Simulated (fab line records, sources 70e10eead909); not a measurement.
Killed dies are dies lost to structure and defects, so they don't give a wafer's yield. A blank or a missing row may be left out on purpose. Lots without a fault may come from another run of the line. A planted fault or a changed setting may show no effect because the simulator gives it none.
Which tool did it? | flow nand_harc | 12 lots, 36 wafers sampled, at 6 steps of a route of 1302

WHAT THE GAUGES READ, wafer by wafer
NHARC_P_ZERO_WELL_CD_MEAS_37: target cd 720 nm.
lot  | measured    | on        | cd_nm (nm)
L902 | day 2 20:20 | cd_sem-01 | 717.9 719.7 718.8
L903 | day 3 06:20 | cd_sem-02 | 720.4 718.9 720.6
L905 | day 4 02:16 | cd_sem-01 | 718.8 718.7 719.4
L906 | day 4 12:26 | cd_sem-03 | 721.9 719.3 721.3
L907 | day 5 02:22 | cd_sem-01 | 721.7 719.7 718.5
L909 | day 5 18:14 | cd_sem-03 | 721.2 721.5 721.1
L910 | day 6 06:07 | cd_sem-02 | 718.9 719.1 719.8
L911 | day 6 14:19 | cd_sem-01 | 721.6 721.8 722.0
L912 | day 7 00:07 | cd_sem-03 | 722.7 720.6 719.6
L913 | day 7 10:10 | cd_sem-02 | 722.3 720.7 721.0
L916 | day 8 16:07 | cd_sem-02 | 765.1 762.0 763.6
L918 | day 9 12:04 | cd_sem-02 | 720.2 719.1 721.0

NHARC_P_ZERO_WELL_INSPECT_43.
lot  | measured    | on                | raw_defect_count
L902 | day 2 23:49 | defect_inspect-02 | 14 9 18
L903 | day 3 09:40 | defect_inspect-01 | 20 10 8
L905 | day 4 05:51 | defect_inspect-02 | 36 10 14
L906 | day 4 15:57 | defect_inspect-01 | 12 14 8
L907 | day 5 06:10 | defect_inspect-02 | 7 7 7
L909 | day 5 21:34 | defect_inspect-01 | 9 12 12
L910 | day 6 09:28 | defect_inspect-01 | 21 10 16
L911 | day 6 17:56 | defect_inspect-02 | 7 9 12
L912 | day 7 03:35 | defect_inspect-01 | 15 7 11
L913 | day 7 13:35 | defect_inspect-01 | 12 5 9
L916 | day 8 19:26 | defect_inspect-02 | 20 24 19
L918 | day 9 15:34 | defect_inspect-01 | 13 20 11

NHARC_END_SORT_01.
lot  | measured     | on        | killed_at_array | killed_at_other | killed_at_periphery | killed_dies | killed_open | killed_short
L918 | day 32 04:19 | prober-02 | 74 71 76        | 0 0 0           | 4 4 0               | 78 75 76    | 6 1 2       | 5 4 1

WHICH TOOL RAN EACH LOT (tool, then ch and the chambers of the sampled wafers, then the start)
lot  | NHARC_P_ZERO_WELL_EXPOSE_34      | NHARC_P_STI_ETCH_42                | NHARC_P_STI_ETCH_31
L902 | krf_scanner-03 ch 0, day 2 20:10 | rie_diel-10 ch 1,2,3, day 3 16:52  | rie_diel-10 ch 0,1,2, no start
L903 | krf_scanner-02 ch 0, day 3 06:11 | rie_diel-10 ch 0,1,3, day 4 03:45  | rie_diel-10 ch 2,3, no start
L905 | krf_scanner-03 ch 0, day 4 02:06 | rie_diel-09 ch 0,1,2, day 4 21:12  | rie_diel-09 ch 0,3, no start
L906 | krf_scanner-02 ch 0, day 4 12:17 | rie_diel-09 ch 1,2,3, day 5 07:55  | rie_diel-09 ch 0,1,3, no start
L907 | krf_scanner-03 ch 0, day 5 02:13 | rie_diel-13 ch 0,2,3, day 5 21:10  | rie_diel-13 ch 1,2,3, no start
L909 | krf_scanner-02 ch 0, day 5 18:05 | rie_diel-13 ch 0,1,2, day 6 13:34  | rie_diel-13 ch 0,2,3, no start
L910 | krf_scanner-02 ch 0, day 6 05:56 | rie_diel-13 ch 0,1,3, day 7 02:09  | rie_diel-13 ch 0,2, no start
L911 | krf_scanner-03 ch 0, day 6 14:09 | rie_diel-09 ch 0,1,2, day 7 13:38  | rie_diel-09 ch 0,1,2, no start
L912 | krf_scanner-02 ch 0, day 6 23:58 | rie_diel-10 ch 0,3, day 7 23:16    | rie_diel-10 ch 1,2, no start
L913 | krf_scanner-03 ch 0, day 7 10:00 | rie_diel-10 ch 1,2,3, day 8 07:32  | rie_diel-10 ch 0,1, no start
L916 | krf_scanner-02 ch 0, day 8 15:57 | rie_diel-09 ch 0,1, day 9 11:16    | rie_diel-09 ch 0,1,2, no start
L918 | krf_scanner-02 ch 0, day 9 11:55 | rie_diel-13 ch 0,1,3, day 10 07:21 | rie_diel-13 ch 0,1,3, day 32 04:19 or earlier
- NHARC_P_ZERO_WELL_EXPOSE_34: exposes mask P PWELL, target cd 720 nm.
- NHARC_P_STI_ETCH_42: etches the open film in N2/H2, target depth 80 nm, overetch 24 nm, time 61 s.
- NHARC_P_STI_ETCH_31: etches the open film in CF4/CHF3, target depth 108.9 nm, time 54.5 s.

WHAT THE TOOLS THEMSELVES READ (means of the sampled wafers that have a number; where no wafer has one, the mark that the record gives instead)
NHARC_P_STI_ETCH_42.
lot  | tool        | drypump_motor_current_A (A) | h2_flow_sccm (sccm) | oes_product_au (a.u.) | rf_vpp_V (V) | showerhead_plenum_p_Torr (Torr) | throttle_valve_pct (%)
L902 | rie_diel-10 | 6.2                         | 150.1               | 0.991                 | 431.6        | 2.06                            | 14.168
L903 | rie_diel-10 | 6.0                         | 150.0               | 1.003                 | 433.4        | 2.14                            | 14.167
L905 | rie_diel-09 | 6.4                         | 149.6               | 0.993                 | 429.1        | 2.03                            | 14.168
L906 | rie_diel-09 | 6.1                         | 149.8               | 0.999                 | 430.9        | 2.04                            | 14.174
L907 | rie_diel-13 | 6.3                         | 150.0               | 0.996                 | 430.3        | 2.05                            | 14.164
L909 | rie_diel-13 | 5.8                         | 149.7               | 0.989                 | 430.8        | 2.07                            | 14.170
L910 | rie_diel-13 | 5.7                         | 149.5               | 0.993                 | 431.8        | 2.08                            | 14.173
L911 | rie_diel-09 | 6.4                         | 149.8               | 0.995                 | 430.2        | 2.03                            | 14.173
L912 | rie_diel-10 | 6.1                         | 150.3               | 0.996                 | 433.7        | 2.17                            | 14.173
L913 | rie_diel-10 | 6.1                         | 150.0               | 0.999                 | 431.0        | 2.06                            | 14.175
L916 | rie_diel-09 | 6.3                         | 149.3               | 0.991                 | 430.0        | 2.02                            | 14.168
L918 | rie_diel-13 | 5.7                         | 149.7               | 1.004                 | 431.5        | 2.08                            | 14.172

NHARC_P_STI_ETCH_31.
lot  | tool        | drypump_motor_current_A (A) | oes_product_au (a.u.) | rf_vpp_V (V) | showerhead_plenum_p_Torr (Torr) | throttle_valve_pct (%)
L902 | rie_diel-10 | 6.1                         | 0.972                 | 370.7        | 1.58                            | 16.799
L903 | rie_diel-10 | 6.3                         | 0.973                 | 370.4        | 1.56                            | 16.794
L905 | rie_diel-09 | 6.1                         | 0.980                 | 373.3        | 1.66                            | 16.806
L906 | rie_diel-09 | 6.0                         | 0.971                 | 372.4        | 1.62                            | 16.788
L907 | rie_diel-13 | 5.8                         | 0.961                 | 371.8        | 1.60                            | 16.814
L909 | rie_diel-13 | 6.3                         | 0.970                 | 370.6        | 1.58                            | 16.811
L910 | rie_diel-13 | 6.3                         | 0.957                 | 370.2        | 1.57                            | 16.802
L911 | rie_diel-09 | 6.4                         | 0.958                 | 370.7        | 1.57                            | 16.815
L912 | rie_diel-10 | 6.1                         | 0.965                 | 368.5        | 1.52                            | 16.804
L913 | rie_diel-10 | 6.0                         | 0.943                 | 372.2        | 1.61                            | 16.795
L916 | rie_diel-09 | 6.4                         | 0.923                 | 369.4        | 1.57                            | 16.798
L918 | rie_diel-13 | 5.7                         | 0.930                 | 371.5        | 1.60                            | 16.802

THE ANSWER, worked out from the rows above alone
Rule: what is usual is taken from the lots themselves. Put in order of their means at a reading, lots are off if they are a third of the lots or fewer, leave a main group of 4 or more, and stand apart from it by a gap of 3 or more times the standard deviation of the main group's means; of several such gaps the widest counts. A main group whose means are all the same, to the digits that the tables above print for the reading, isn't used. A lot without any number at a reading at which 4 lots or more have one is off too. The other lots that the step has rows for count as sound. The gauges are gone through in route order, then the tools' own readings, and for those a lot's mean is taken as printed above. The first step at which some lot is off is used, and at that step the reading that is off furthest; a lot without a number counts as furthest.
Off: L916, at NHARC_P_ZERO_WELL_CD_MEAS_37 (cd_nm). The main group: mean 720.3 nm, standard deviation 0.97.
A tool fits if, at a process step before that reading, it ran every lot that is off, and no sound lot after the first of them. The gauges at NHARC_P_ZERO_WELL_CD_MEAS_37 are tried like those tools. None of those tried fits.

WHAT THE SIMULATOR HAD PUT IN
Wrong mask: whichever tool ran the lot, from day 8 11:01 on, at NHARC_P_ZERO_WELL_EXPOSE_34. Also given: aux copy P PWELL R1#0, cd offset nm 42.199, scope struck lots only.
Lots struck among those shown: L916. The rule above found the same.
